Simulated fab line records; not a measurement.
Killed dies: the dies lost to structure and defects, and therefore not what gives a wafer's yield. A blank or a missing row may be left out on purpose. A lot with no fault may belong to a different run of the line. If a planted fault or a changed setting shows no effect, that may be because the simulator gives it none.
Matching of chambers | flow n5-finfet | N5_BEOL_M2_CO_CAP_55 on cvd-co-02: 3 sister chambers
The step material Co, precursor CCTBA/H2, target thk 2 nm, time 102.1 s. 33 wafers are shown with their chamber, then 12 later ones without.

## EACH WAFER AND ITS CHAMBER
wafer  | chamber | heater-power-outer-w (W) | heater-power-w (W)
L074.1 | 0       | 128                      | 252
L074.2 | 2       | 111                      | 231
L074.6 | 2       | 108                      | 233
L075.2 | 2       | 112                      | 229
L075.3 | 0       | 129                      | 250
L075.5 | 0       | 126                      | 247
L079.1 | 1       | 148                      | 284
L079.3 | 0       | 130                      | 253
L079.4 | 1       | 145                      | 287
L080.3 | 0       | 129                      | 252
L080.4 | 1       | 150                      | 281
L080.5 | 0       | 128                      | 262
L082.1 | 0       | 132                      | 250
L082.2 | 1       | 149                      | 278
L082.4 | 1       | 151                      | 287
L085.1 | 0       | 132                      | 253
L085.2 | 2       | 114                      | 227
L085.6 | 2       | 114                      | 230
L086.2 | 2       | 115                      | 231
L086.3 | 0       | 126                      | 255
L086.4 | 0       | 127                      | 255
L087.2 | 2       | 111                      | 230
L087.3 | 1       | 146                      | 291
L087.4 | 0       | 132                      | 258
L090.1 | 1       | 151                      | 277
L090.2 | 2       | 110                      | 233
L090.4 | 2       | 110                      | 229
L089.2 | 0       | 128                      | 253
L089.4 | 0       | 130                      | 261
L089.5 | 2       | 112                      | 231
L091.2 | 0       | 130                      | 255
L091.4 | 1       | 153                      | 285
L091.5 | 0       | 130                      | 259

SIGNATURES (averages over the wafers above)
reading              | chamber 0 | chamber 1 | chamber 2 | scatter within a chamber
heater-power-outer-w | 129.13    | 149.12    | 111.70    | 2.23
heater-power-w       | 254.33    | 283.75    | 230.40    | 3.83
Rule: a wafer's distance from a chamber is the root of the sum, over the readings, of the square of ((its reading less the chamber's mean) divided by the reading's scatter). The wafer belongs to the nearest chamber; if the next one is less than 2 further off, it can't be placed. The scatter: take each reading less its chamber's mean, square it, sum over the shown wafers, divide by the number of wafers less the number of chambers, and take the root.

## WAFERS WITHOUT THEIR CHAMBER
wafer  | heater-power-outer-w (W) | heater-power-w (W)
L092.1 | 149                      | 282
L092.2 | 112                      | 230
L092.3 | 130                      | 244
L094.2 | 130                      | 253
L094.3 | 110                      | 231
L094.4 | 149                      | 283
L095.3 | 110                      | 235
L095.4 | 112                      | 232
L095.5 | 127                      | 249
L097.2 | 153                      | 287
L097.4 | 150                      | 288
L097.6 | 112                      | 227

## CHAMBER TAKEN BY EACH
wafer  | from the rows above | in truth
L092.1 | 1                   | 1
L092.2 | 2                   | 2
L092.3 | 0                   | 0
L094.2 | 0                   | 0
L094.3 | 2                   | 2
L094.4 | 1                   | 1
L095.3 | 2                   | 2
L095.4 | 2                   | 2
L095.5 | 0                   | 0
L097.2 | 1                   | 1
L097.4 | 1                   | 1
L097.6 | 2                   | 2
Correctly placed: 12 of 12. Not placeable from these rows: 0. Wrongly placed: 0.
